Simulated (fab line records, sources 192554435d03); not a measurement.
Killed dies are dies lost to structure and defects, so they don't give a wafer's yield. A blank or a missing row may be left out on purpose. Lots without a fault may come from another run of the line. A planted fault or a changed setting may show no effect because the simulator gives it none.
Chamber matching | flow n5_finfet | N5_ZERO_LAYER_ETCH_17 on rie_diel-03: 4 sister chambers
The step etches SiO2 in CF4, target depth 12 nm, time 13.3 s. 4 wafers are shown with their chamber, then 7 later ones without.

WAFERS WITH THEIR CHAMBER
wafer  | chamber | drypump_motor_current_A (A)
L090.4 | 2       | 5.7
L093.1 | 1       | 5.8
L094.1 | 3       | 5.5
L094.4 | 0       | 6.0

WAFERS WITHOUT THEIR CHAMBER
wafer  | drypump_motor_current_A (A)
L094.5 | 5.9
L096.1 | 5.5
L096.2 | 5.7
L096.3 | 5.7
L097.4 | 5.9
L097.5 | 5.7
L097.6 | 5.5

WHICH CHAMBER EACH WENT THROUGH
wafer  | from the rows above          | in truth
L094.5 | can't be placed: 0 or 1 or 2 | 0
L096.1 | 3                            | 3
L096.2 | can't be placed: 2 or 1      | 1
L096.3 | can't be placed: 2 or 1      | 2
L097.4 | can't be placed: 0 or 1 or 2 | 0
L097.5 | can't be placed: 2 or 1      | 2
L097.6 | 3                            | 3
Placed correctly: 2 of 7. Can't be placed from these rows: 5 (the true chamber is among the candidates in 5). Placed wrongly: 0.
How it was worked out, from the rows above alone: a wafer's distance from a chamber is the root of the sum, over the readings, of the square of ((its reading less the chamber's mean) divided by the reading's scatter). The wafer belongs to the nearest chamber; if the next one is less than 2 further off, it can't be placed. A chamber's mean is the mean of its shown wafers. The scatter: with one shown wafer a chamber, the root of the mean of the squares of how far each hidden wafer lies from its nearest shown one.
